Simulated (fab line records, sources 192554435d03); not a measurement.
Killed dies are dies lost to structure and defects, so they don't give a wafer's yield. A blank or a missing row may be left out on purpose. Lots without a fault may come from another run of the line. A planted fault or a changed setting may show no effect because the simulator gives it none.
Which tool did it? | flow n5_finfet | 14 lots, 39 wafers sampled, at 4 steps of a route of 1938

WHAT THE GAUGES READ, wafer by wafer
The record holds no reading of a measuring or inspecting step that can be judged against a usual standard deviation.

WHICH TOOL RAN EACH LOT (tool, then ch and the chambers of the sampled wafers, then the start)
lot  | N5_BEOL_M5_ETCH_61                 | N5_BEOL_M5_STRIP_64                | N5_BEOL_M5_STRIP_19                | N5_BEOL_M5_DEVELOP_27
L681 | rie_diel-03 ch 1,2, day 9 06:32    | rie_diel-03 ch 1,2, day 9 06:42    | rie_diel-01 ch 0,2,3, day 9 06:51  | litho_track-05 ch 0, day 9 07:38
L682 | rie_diel-01 ch 0, day 9 09:17      | rie_diel-01 ch 0, day 9 09:26      | rie_diel-03 ch 1,2, day 9 09:35    | litho_track-02 ch 0, day 9 12:54
L684 | rie_diel-01 ch 0,2, day 9 09:43    | rie_diel-01 ch 0,2, day 9 09:52    | rie_diel-02 ch 1,3, day 9 10:01    | litho_track-05 ch 0, day 9 12:57
L683 | rie_diel-03 ch 2,3, day 9 14:08    | rie_diel-03 ch 2,3, day 9 14:17    | rie_diel-01 ch 0,3, day 9 14:32    | litho_track-02 ch 0, day 9 16:28
L685 | rie_diel-03 ch 0,2,3, day 10 05:52 | rie_diel-03 ch 0,2,3, day 10 06:02 | rie_diel-03 ch 0,1, day 10 06:15   | litho_track-02 ch 0, day 10 07:58
L690 | rie_diel-01 ch 0,2,3, day 11 01:47 | rie_diel-01 ch 0,2,3, day 11 01:57 | rie_diel-02 ch 0,2,3, day 11 02:11 | litho_track-01 ch 0, day 11 02:38
L689 | rie_diel-01 ch 0,1,3, day 11 05:02 | rie_diel-01 ch 0,1,3, day 11 05:12 | rie_diel-01 ch 1,2,3, day 11 05:25 | litho_track-05 ch 0, day 11 08:10
L693 | rie_diel-01 ch 1,2, day 11 09:57   | rie_diel-01 ch 1,2, day 11 10:06   | rie_diel-03 ch 0,3, day 11 10:22   | litho_track-01, day 11 11:39
L691 | rie_diel-03 ch 0,3, day 11 10:11   | rie_diel-03 ch 0,3, day 11 10:21   | rie_diel-02 ch 0,1,3, day 11 10:30 | litho_track-05, day 11 11:52
L692 | rie_diel-02 ch 1,2,3, day 12 06:28 | rie_diel-02 ch 1,2,3, day 12 06:37 | rie_diel-02 ch 0,2,3, day 12 06:49 | litho_track-05 ch 0, day 12 07:47
L694 | rie_diel-03 ch 1,2,3, day 12 06:40 | rie_diel-03 ch 1,2,3, day 12 06:49 | rie_diel-02 ch 0,2,3, day 12 06:58 | litho_track-01 ch 0, day 12 07:40
L699 | rie_diel-01 ch 1,2,3, day 13 08:39 | rie_diel-01 ch 1,2,3, day 13 08:48 | rie_diel-03 ch 0,1,2, day 13 08:58 | litho_track-05 ch 0, day 13 10:46
L701 | rie_diel-03 ch 0,2,3, day 13 12:07 | rie_diel-03 ch 0,2,3, day 13 12:16 | rie_diel-01 ch 0,1,3, day 13 12:25 | litho_track-05 ch 0, day 13 14:32
L700 | rie_diel-01 ch 0,1,2, day 14 03:09 | rie_diel-01 ch 0,1,2, day 14 03:19 | rie_diel-03 ch 0,1,3, day 14 03:28 | litho_track-05 ch 0, day 14 06:40
- N5_BEOL_M5_ETCH_61: etches SiARC in CF4, target depth 15.6 nm, time 26 s.
- N5_BEOL_M5_STRIP_64: strips in CF4.
- N5_BEOL_M5_STRIP_19: strips in O2.
- N5_BEOL_M5_DEVELOP_27: develop time 30 s.

WHAT THE TOOLS THEMSELVES READ (means of the sampled wafers that have a number; where no wafer has one, the mark that the record gives instead)
N5_BEOL_M5_ETCH_61.
lot  | tool        | bias_w (W) | drypump_motor_current_A (A) | etch_rf_on_time_s (s) | oes_product_au (a.u.) | rf_vpp_V (V) | showerhead_plenum_p_Torr (Torr) | throttle_valve_pct (%)
L681 | rie_diel-03 | 35.95      | 5.6                         | 25.6                  | 0.77                  | 184.3        | 2.11                            | 15.82
L682 | rie_diel-01 | 36.08      | 6.4                         | 26.0                  | 0.64                  | 184.4        | 2.11                            | 15.40
L684 | rie_diel-01 | 36.02      | 6.2                         | 26.1                  | 0.64                  | 184.8        | 2.17                            | 15.41
L683 | rie_diel-03 | 35.92      | 5.6                         | 26.2                  | 0.75                  | 183.2        | 2.08                            | 15.75
L685 | rie_diel-03 | 36.08      | 5.5                         | 26.0                  | 0.70                  | 184.1        | 2.13                            | 15.84
L690 | rie_diel-01 | 36.05      | 6.2                         | 25.7                  | 0.62                  | 185.1        | 2.12                            | 15.67
L689 | rie_diel-01 | 35.91      | 5.9                         | 25.3                  | 0.63                  | 183.3        | 2.06                            | 15.77
L693 | rie_diel-01 | 36.04      | 5.6                         | 26.1                  | 0.63                  | 182.7        | 2.09                            | 15.67
L691 | rie_diel-03 | 35.92      | 5.3                         | 26.9                  | 0.62                  | 183.4        | 2.11                            | 15.91
L692 | rie_diel-02 | 35.90      | 5.6                         | 26.5                  | 0.64                  | 183.7        | 2.12                            | 15.72
L694 | rie_diel-03 | 35.95      | 5.4                         | 25.6                  | 0.75                  | 183.3        | 2.08                            | 15.74
L699 | rie_diel-01 | 36.05      | 5.8                         | 25.6                  | 0.61                  | 182.2        | 2.09                            | 15.82
L701 | rie_diel-03 | 35.93      | 5.5                         | 26.3                  | 0.66                  | 184.0        | 2.12                            | 15.91
L700 | rie_diel-01 | 35.95      | 5.9                         | 26.5                  | 0.61                  | 184.0        | 2.11                            | 15.59

N5_BEOL_M5_STRIP_64.
lot  | tool        | drypump_motor_current_A (A) | oes_product_au (a.u.) | rf_vpp_V (V) | showerhead_plenum_p_Torr (Torr) | throttle_valve_pct (%)
L681 | rie_diel-03 | 5.6                         | 0.88                  | 270.3        | 1.78                            | 13.84
L682 | rie_diel-01 | 6.4                         | 0.74                  | 272.1        | 1.77                            | 13.43
L684 | rie_diel-01 | 6.2                         | 0.73                  | 271.6        | 1.81                            | 13.46
L683 | rie_diel-03 | 5.5                         | 0.86                  | 270.1        | 1.75                            | 13.75
L685 | rie_diel-03 | 5.5                         | 0.80                  | 270.8        | 1.79                            | 13.87
L690 | rie_diel-01 | 6.2                         | 0.71                  | 270.8        | 1.78                            | 13.70
L689 | rie_diel-01 | 5.9                         | 0.72                  | 270.1        | 1.73                            | 13.77
L693 | rie_diel-01 | 5.6                         | 0.73                  | 270.5        | 1.76                            | 13.68
L691 | rie_diel-03 | 5.3                         | 0.73                  | 270.9        | 1.78                            | 13.92
L692 | rie_diel-02 | 5.6                         | 0.76                  | 270.2        | 1.77                            | 13.69
L694 | rie_diel-03 | 5.4                         | 0.87                  | 269.9        | 1.76                            | 13.73
L699 | rie_diel-01 | 5.8                         | 0.71                  | 269.9        | 1.75                            | 13.84
L701 | rie_diel-03 | 5.5                         | 0.77                  | 271.0        | 1.79                            | 13.92
L700 | rie_diel-01 | 5.9                         | 0.71                  | 271.1        | 1.77                            | 13.62

N5_BEOL_M5_STRIP_19.
lot  | tool        | drypump_motor_current_A (A) | oes_product_au (a.u.) | rf_vpp_V (V) | showerhead_plenum_p_Torr (Torr) | throttle_valve_pct (%)
L681 | rie_diel-01 | 6.2                         | 0.73                  | 3.6          | 2.10                            | 16.80
L682 | rie_diel-03 | 5.4                         | 0.83                  | 4.0          | 2.05                            | 16.94
L684 | rie_diel-02 | 5.4                         | 0.79                  | 3.0          | 2.08                            | 16.80
L683 | rie_diel-01 | 6.2                         | 0.72                  | 3.8          | 2.05                            | 16.94
L685 | rie_diel-03 | 5.3                         | 0.70                  | 4.2          | 2.14                            | 17.11
L690 | rie_diel-02 | 5.6                         | 0.82                  | 4.1          | 2.12                            | 16.56
L689 | rie_diel-01 | 5.8                         | 0.72                  | 4.6          | 2.05                            | 16.86
L693 | rie_diel-03 | 5.3                         | 0.72                  | 4.0          | 2.06                            | 16.93
L691 | rie_diel-02 | 5.5                         | 0.82                  | 3.8          | 2.10                            | 16.65
L692 | rie_diel-02 | 5.6                         | 0.82                  | 3.8          | 2.12                            | 16.57
L694 | rie_diel-02 | 5.6                         | 0.81                  | 4.6          | 2.12                            | 16.56
L699 | rie_diel-03 | 5.5                         | 0.85                  | 3.5          | 2.09                            | 16.90
L701 | rie_diel-01 | 5.9                         | 0.71                  | 3.4          | 2.02                            | 16.92
L700 | rie_diel-03 | 5.2                         | 0.79                  | 3.7          | 2.07                            | 16.92

N5_BEOL_M5_DEVELOP_27.
lot  | tool           | chill_plate_temp_C (C)
L681 | litho_track-05 | 23.05
L682 | litho_track-02 | 22.91
L684 | litho_track-05 | 23.00
L683 | litho_track-02 | 23.06
L685 | litho_track-02 | 22.95
L690 | litho_track-01 | 23.04
L689 | litho_track-05 | 22.99
L693 | litho_track-01 | -
L691 | litho_track-05 | -
L692 | litho_track-05 | 23.07
L694 | litho_track-01 | 22.95
L699 | litho_track-05 | 22.92
L701 | litho_track-05 | 22.99
L700 | litho_track-05 | 22.98

THE ANSWER, worked out from the rows above alone
Rule: what is usual is taken from the lots themselves. Put in order of their means at a reading, lots are off if they are a third of the lots or fewer, leave a main group of 4 or more, and stand apart from it by a gap of 3 or more times the standard deviation of the main group's means; of several such gaps the widest counts. A main group whose means are all the same, to the digits that the tables above print for the reading, isn't used. A lot without any number at a reading at which 4 lots or more have one is off too. The other lots that the step has rows for count as sound. The gauges are gone through in route order, then the tools' own readings, and for those a lot's mean is taken as printed above. The first step at which some lot is off is used, and at that step the reading that is off furthest; a lot without a number counts as furthest.
Off: L693, L691, at N5_BEOL_M5_DEVELOP_27 (chill_plate_temp_C). Without a number there: L693, L691. The main group: mean 22.99 C, standard deviation 0.052.
A tool fits if, at that step or a process step before it, it ran every lot that is off, and no sound lot after the first of them. None of those tried fits.

WHAT THE SIMULATOR HAD PUT IN
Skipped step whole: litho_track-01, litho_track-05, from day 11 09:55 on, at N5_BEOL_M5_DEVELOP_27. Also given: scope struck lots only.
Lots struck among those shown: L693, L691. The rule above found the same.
